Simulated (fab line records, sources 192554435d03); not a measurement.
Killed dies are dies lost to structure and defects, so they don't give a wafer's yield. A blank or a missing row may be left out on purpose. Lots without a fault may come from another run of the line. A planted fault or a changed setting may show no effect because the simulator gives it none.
One fault seen from 2 desks | flow n5_finfet | each desk has only its own numbers; what lay behind them comes last

THE METROLOGY DESK
What the gauges read, lot by lot, whatever tool the lot ran on: means of the sampled wafers that have a number. A lot is out of limits, marked OUT, if its mean lies more than 4 standard deviations from the usual mean; the brackets give that distance. Of its 10 readings 7 are shown: those that lie furthest out on some lot.
Columns: A = DIBL_P at N5_BEOL_M4_RC_MEAS_101, usual 36.1 mV/V; B = IOFF_P at N5_BEOL_M4_RC_MEAS_101, usual 0.21 nA/um; C = ION_N at N5_BEOL_M4_RC_MEAS_101, usual 673 uA/um; D = ION_P at N5_BEOL_M4_RC_MEAS_101, usual 463 uA/um; E = SS_N at N5_BEOL_M4_RC_MEAS_101, usual 71.5 mV/dec; F = SS_P at N5_BEOL_M4_RC_MEAS_101, usual 73.1 mV/dec; G = VT_P at N5_BEOL_M4_RC_MEAS_101, usual -250 mV
lot  | first seen here | A    | B    | C   | D   | E    | F    | G
L656 | day 11 18:16    | 34.1 | 0.18 | 667 | 460 | 70.6 | 72.9 | -251
L662 | day 13 15:04    | 36.7 | 0.20 | 679 | 460 | 71.5 | 72.7 | -253
L663 | day 13 20:40    | 34.7 | 0.20 | 662 | 458 | 71.3 | 72.8 | -252
L667 | day 15 00:09    | 38.2 | 0.23 | 675 | 467 | 72.0 | 73.7 | -250
This desk's finding: nothing out of limits on any of the 4 lots.

THE TOOL OWNER'S DESK: litho_track-01
The tool's own readings at N5_BEOL_M3_COAT_61 (time 60 s, resist thk 60 nm): means of the sampled wafers that have a number, for each lot that ran on this tool. A lot is out of limits, marked OUT, if its mean lies more than 4 standard deviations from the usual mean; the brackets give that distance.
Columns: A = spin_speed_rpm at N5_BEOL_M3_COAT_61, usual 1499.9 rpm
lot  | first seen here | A
L656 | day 9 07:52     | 1499.2
L662 | day 11 12:43    | 1439.5 (-55) OUT
L663 | day 11 17:04    | 1439.7 (-55) OUT
This desk's finding: out of limits on L662, L663; first on L662, day 11 12:43 (spin_speed_rpm at N5_BEOL_M3_COAT_61). In limits: L656.

PUT TOGETHER
The tool owner's desk could have raised an alarm at day 11 12:43, on L662, L663.
The metrology desk saw nothing out of limits.
The metrology desk has L662, L663 on record, within its limits.
Of the lots named, all ran N5_BEOL_M3_COAT_61 on litho_track-01.

WHAT THE SIMULATOR HAD PUT IN
Process parameter drift: litho_track-01, from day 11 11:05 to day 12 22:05, at N5_BEOL_M3_COAT_61. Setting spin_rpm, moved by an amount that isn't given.
Lots struck among those shown: L662, L663.
Hours from the fault's start to each desk's first reading out of limits: the tool owner's desk, 2.
